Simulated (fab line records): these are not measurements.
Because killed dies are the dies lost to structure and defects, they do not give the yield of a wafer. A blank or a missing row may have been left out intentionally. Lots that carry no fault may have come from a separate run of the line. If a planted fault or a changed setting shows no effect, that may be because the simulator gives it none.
fab line records	flow nandHarc
[record] lots = 13	wafers = 39	lastDay = 25
route steps=1159 shown P_ZERO_WELL@4 P_GATE@131
lots untouched by any fault: they come from a run of this same line in which no faults occurred
startH: the number of hours between the record's first day and the start of the first shown wafer of the lot	waitH: hours since the lot's step before	" unchanged from the row above	L1.1+2: one row covering several wafers at once	- no value present, or no start provided	* or withheld: withheld	< > ~ a bound
route shown NAME@n: a module of which the file shows steps, and the number in the route of the first	usual: mean and standard deviation over wafers with no fault	same: alike in all rows	chamber/n: place in a boat	sites: the reading at each site	_std_site: standard deviation across them	_edge_site: outer sites' mean less inner sites'	radiusMm: for every site, how far away it sits from the centre of the wafer	mask NAME#n: copy n	behind: the last tool/chamber to shape the wafer	hold: what put the lot on hold/how long, in hours/how the hold closed	device: the n, p or np transistor that did not switch	end of line: at the end of the route, the tests of the same wafers	a step with no rows: only its recipe	killed: dies that structure and defects cost at the first sort, which is not the same as the wafer's yield	map: shows each die of a wafer: x if killed, . if not, _ if none is there
set.NAME: the setting the step ran with; set.NAME@STEP: the setting that earlier step ran with	model.NAME: the simulator's own value behind a step, which no gauge read
route steps across a sampled set of lots; one table per step, one row per wafer
services: the hour from which a tool's chamber was out of use, counted from the record's first day as startH (under 0 if before that day), plus the number of hours and why
[[steps]]
[step NHARC_P_ZERO_WELL_PECVD_02]
[recipe] targetThkA = 100	tempC = 400	pressureTorr = 6.5	rfW = withheld	teosFlowSccm = withheld	flowSccm = 2650	targetThkNm = 10	gas = O2	material = SiO2
[usual] chamberPressureTorr = 6.499/0.014	susceptorTempC = 399.99/0.23
lot.wafer	tool	chamber	startH	waitH	chamberPressureTorr	sinceWetCleanH	susceptorTempC
L522.2	pecvd-02	2	36.45	-	6.485	51	400.03
L522.6	"	2	"	"	6.489	-	399.85
L522.5	"	1	"	"	6.499	-	399.86
L523.1	pecvd-02	0	42.44	-	6.473	57	400.04
L523.4	"	0	"	"	6.485	-	399.81
L523.5	"	2	"	"	6.523	-	400.32
L524.2	pecvd-04	2	48.50	-	6.534	22	399.65
L524.5	"	1	"	"	6.482	-	399.87
L524.6	"	2	"	"	6.517	-	399.78
L525.2	pecvd-04	1	54.52	-	6.491	28	399.81
L525.6	"	0	"	"	6.513	-	399.91
L525.5	"	1	"	"	6.503	-	399.87
L526.2	pecvd-04	1	60.49	-	6.501	34	399.80
L526.1	"	2	"	"	6.488	34	399.78
L526.6	"	1	"	"	6.500	-	400.06
L530.3	pecvd-01	1	84.52	-	-	-	-
L530.6	"	2	"	"	-	-	-
L530.4	"	0	"	"	-	-	-
L531.2	pecvd-04	1	90.45	-	-	-	-
L531.3	"	2	"	"	-	-	-
L531.4	"	0	"	"	-	-	-
L532.2	pecvd-04	0	96.48	-	6.478	70	400.00
L532.6	"	2	"	"	6.490	-	399.65
L532.5	"	1	"	"	6.490	-	399.95
L536.1	pecvd-02	2	120.55	-	6.492	136	399.95
L536.2	"	0	"	"	6.494	136	399.85
L536.5	"	1	"	"	6.511	-	399.62
L537.2	pecvd-01	2	126.45	-	6.512	57	399.84
L537.5	"	0	"	"	6.504	-	399.74
L537.4	"	1	"	"	6.495	-	399.90
L539.2	pecvd-04	2	138.53	-	6.501	112	399.76
L539.6	"	0	"	"	6.514	-	399.78
L539.4	"	1	"	"	6.512	-	400.18
L540.3	pecvd-04	0	144.44	-	6.478	117	400.07
L540.1	"	1	"	"	6.499	118	399.85
L540.5	"	1	"	"	6.503	-	400.00
L541.3	pecvd-02	2	150.44	-	6.506	165	399.84
L541.2	"	0	"	"	6.498	166	400.41
L541.4	"	0	"	"	6.505	-	400.58
[step NHARC_P_ZERO_WELL_RTA_42]
[recipe] tempC = 1100	timeS = 300
[usual] lampPowerPct = 39.5/1.7	lamp_zone_3_pct = 39.5/1.7	wafer_temp_C_max = 1105.1/1.5
lot.wafer	tool	chamber	startH	waitH	lampPowerPct	lamp_zone_3_pct	wafer_temp_C_max
L522.2	rtpAnneal-01	0	43.05	-	41.3	41.2	1104.3
L522.5	"	0	"	"	41.2	41.2	1108.6
L522.6	"	0	"	"	41.2	41.2	1105.3
L523.1	rtpAnneal-02	0	48.87	-	37.8	37.8	1104.4
L523.4	"	0	"	"	37.7	37.9	1104.0
L523.5	"	0	"	"	37.8	37.7	1103.9
L524.2	rtpAnneal-01	0	54.95	-	41.2	41.2	1108.6
L524.5	"	0	"	"	41.2	41.3	1104.5
L524.6	"	0	"	"	41.1	41.2	1107.2
L525.2	rtpAnneal-02	0	60.75	-	37.8	37.7	1103.7
L525.5	"	0	"	"	37.7	37.8	1104.2
L525.6	"	0	"	"	37.8	37.7	1105.5
L526.1	rtpAnneal-02	0	66.78	-	37.8	37.8	1105.9
L526.2	"	0	"	"	37.8	37.8	1104.6
L526.6	"	0	"	"	37.8	37.8	1103.8
L530.3	rtpAnneal-01	0	91.29	-	41.2	41.2	1104.1
L530.4	"	0	"	"	41.3	41.2	1106.5
L530.6	"	0	"	"	41.2	41.2	1105.6
L531.2	rtpAnneal-02	0	96.61	-	37.9	37.9	1104.5
L531.3	"	0	"	"	37.8	37.8	1104.7
L531.4	"	0	"	"	37.8	37.9	1104.0
L532.2	rtpAnneal-02	0	103.04	-	37.8	37.8	1104.0
L532.5	"	0	"	"	37.8	37.8	1103.9
L532.6	"	0	"	"	37.7	37.7	1103.9
L536.1	rtpAnneal-01	0	126.68	-	41.2	41.2	1108.0
L536.2	"	0	"	"	41.2	41.3	1105.6
L536.5	"	0	"	"	41.2	41.2	1105.1
L537.2	rtpAnneal-01	0	132.89	-	41.3	41.2	1106.6
L537.4	"	0	"	"	41.2	41.3	1106.4
L537.5	"	0	"	"	41.2	41.2	1105.8
L539.2	rtpAnneal-02	0	145.17	-	37.8	37.7	1103.0
L539.4	"	0	"	"	37.7	37.7	1104.6
L539.6	"	0	"	"	37.7	37.8	1103.3
L540.1	rtpAnneal-01	0	151.05	-	41.3	41.2	1106.6
L540.3	"	0	"	"	41.2	41.3	1106.8
L540.5	"	0	"	"	41.3	41.2	1105.7
L541.2	rtpAnneal-01	0	156.96	-	41.1	41.3	1105.2
L541.3	"	0	"	"	41.2	41.2	1105.6
L541.4	"	0	"	"	41.2	41.2	1104.2
[step NHARC_P_GATE_HM_DEP_102]
[recipe] targetThkA = 1200	tempC = 400	material = aC
[usual] susceptorTempC = 399.90/0.21	throttleValvePct = 34.999/0.0095
lot.wafer	tool	chamber	startH	waitH	susceptorTempC	throttleValvePct
L522.2	aclDep-02	0	115.53	1.2	399.76	34.994
L522.5	"	0	"	"	399.98	34.998
L522.6	"	0	"	"	399.70	34.994
L523.1	aclDep-02	0	116.07	1.8	399.93	35.008
L523.4	"	0	"	"	400.04	35.014
L523.5	"	0	"	"	400.04	35.021
L524.2	aclDep-03	0	116.58	2.3	-	34.985
L524.5	"	0	"	"	-	34.989
L524.6	"	0	"	"	-	34.984
L525.2	aclDep-01	0	129.90	0.5	-	34.996
L525.5	"	0	"	"	-	35.016
L525.6	"	0	"	"	-	35.015
L526.1	aclDep-03	0	134.01	0.4	400.16	34.998
L526.2	"	0	"	"	399.75	34.976
L526.6	"	0	"	"	399.81	34.995
L531.2	aclDep-03	0	167.98	1.5	-	35.002
L531.3	"	0	"	"	-	34.998
L531.4	"	0	"	"	-	35.009
L530.3	aclDep-03	0	168.72	2.2	-	34.996
L530.4	"	0	"	"	-	35.008
L530.6	"	0	"	"	-	34.997
L532.2	aclDep-01	0	176.12	3.0	400.07	35.014
L532.5	"	0	"	"	400.22	34.996
L532.6	"	0	"	"	400.15	34.991
L536.1	aclDep-01	0	195.35	0.4	-	34.988
L536.2	"	0	"	"	-	34.991
L536.5	"	0	"	"	-	34.998
L537.2	aclDep-02	0	201.42	0.9	399.65	34.993
L537.4	"	0	"	"	399.68	35.022
L537.5	"	0	"	"	399.75	34.991
L539.2	aclDep-02	0	215.75	1.4	-	34.987
L539.4	"	0	"	"	-	34.999
L539.6	"	0	"	"	-	34.977
L540.1	aclDep-01	0	216.37	2.1	-	35.014
L540.3	"	0	"	"	-	34.981
L540.5	"	0	"	"	-	35.006
L541.2	aclDep-02	0	216.38	2.1	-	35.007
L541.3	"	0	"	"	-	35.003
L541.4	"	0	"	"	-	35.001
[step NHARC_P_GATE_OVL_MEAS_27]
[usual] overlayXNm = -0.2/0.98	overlayYNm = 0.0/0.91
lot.wafer	tool	chamber	startH	waitH	overlayXNm	overlayYNm
L522.2	overlay-01	-	116.87	-	-0.2	0.8
L522.5	"	-	"	"	-0.4	1.0
L522.6	"	-	"	"	0.1	0.1
L523.1	overlay-02	-	117.51	-	-1.0	0.6
L523.4	"	-	"	"	-0.9	0.4
L523.5	"	-	"	"	-1.1	0.6
L524.2	overlay-02	-	117.90	-	-0.3	-0.6
L524.5	"	-	"	"	0.2	-0.7
L524.6	"	-	"	"	0.1	-1.3
L525.2	overlay-02	-	131.09	-	-0.5	-0.4
L525.5	"	-	"	"	-1.3	0.0
L525.6	"	-	"	"	-0.5	0.2
L526.1	overlay-01	-	135.61	-	0.8	1.5
L526.2	"	-	"	"	0.5	1.8
L526.6	"	-	"	"	0.9	2.2
L531.2	overlay-02	-	169.18	-	-0.6	0.0
L531.3	"	-	"	"	-0.9	0.4
L531.4	"	-	"	"	-1.7	-0.3
L530.3	overlay-02	-	170.08	-	-0.9	-1.5
L530.4	"	-	"	"	-1.3	-1.9
L530.6	"	-	"	"	-1.1	-1.8
L532.2	overlay-02	-	177.45	-	-0.5	0.2
L532.5	"	-	"	"	-0.4	0.5
L532.6	"	-	"	"	-0.2	0.1
L536.1	overlay-02	-	196.65	-	0.5	0.0
L536.2	"	-	"	"	1.1	-0.3
L536.5	"	-	"	"	0.7	-0.3
L537.2	overlay-02	-	202.62	-	-0.1	0.9
L537.4	"	-	"	"	-0.4	0.2
L537.5	"	-	"	"	-0.2	0.2
L539.2	overlay-02	-	217.21	-	0.7	0.0
L539.4	"	-	"	"	0.9	-0.1
L539.6	"	-	"	"	0.5	-0.2
L541.2	overlay-01	-	217.75	-	1.5	0.0
L541.3	"	-	"	"	0.6	-0.1
L541.4	"	-	"	"	1.0	-0.1
L540.1	overlay-02	-	217.90	-	-0.4	0.1
L540.3	"	-	"	"	-0.4	0.8
L540.5	"	-	"	"	-0.4	-0.4
[[services]]
tool	chamber	startH	hours	kind
pecvd-04	-	14.00	13.0	pm
pecvd-04	0	14.00	13.0	ventCycle
pecvd-04	1	14.00	13.0	ventCycle
pecvd-04	2	14.00	13.0	ventCycle
pecvd-04	0	27.00	-	clean
pecvd-04	1	27.00	-	clean
pecvd-04	2	27.00	-	clean
pecvd-04	-	34.64	1.0	repair
aclDep-03	-	43.84	13.0	pm
pecvd-01	-	56.00	13.0	pm
pecvd-02	1	97.02	2.1	repair
aclDep-01	-	111.59	13.0	pm
pecvd-02	-	153.02	13.0	pm
pecvd-02	0	153.02	13.0	ventCycle
pecvd-02	2	166.70	16.5	repair
aclDep-02	-	168.88	13.0	pm
pecvd-04	-	195.11	13.0	pm
pecvd-04	0	195.11	13.0	ventCycle
pecvd-04	1	195.11	13.0	ventCycle
pecvd-04	2	195.11	13.0	ventCycle
pecvd-01	2	205.87	15.4	repair
pecvd-04	0	208.11	-	clean
pecvd-04	1	208.11	-	clean
pecvd-04	2	208.11	-	clean
[[key]]
[firstSign] step = NHARC_P_ZERO_WELL_PECVD_02	reading = toolRecord	direction = missing
effect none on later readings
metAt NHARC_P_ZERO_WELL_PECVD_02
struckLots L530,L531
testerLeftOut L530,L531
notActingAt NHARC_P_ZERO_WELL_RTA_42,NHARC_P_GATE_HM_DEP_102,NHARC_P_GATE_OVL_MEAS_27
onsetBetween 60.49 84.52
[fault] kind = skippedStepWhole	tool = pecvd-01,pecvd-04	chamber = -	onsetH = 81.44	steps = NHARC_P_ZERO_WELL_PECVD_02	scope = struckLotsOnly
// testerLeftOut: of these lots the tester's yield and bins aren't shown, on N5 and GAA mostly nor the transistor test; their killed dies are dies lost to structure and defects alone, not to doping, threshold or leakage, so they don't give the yield
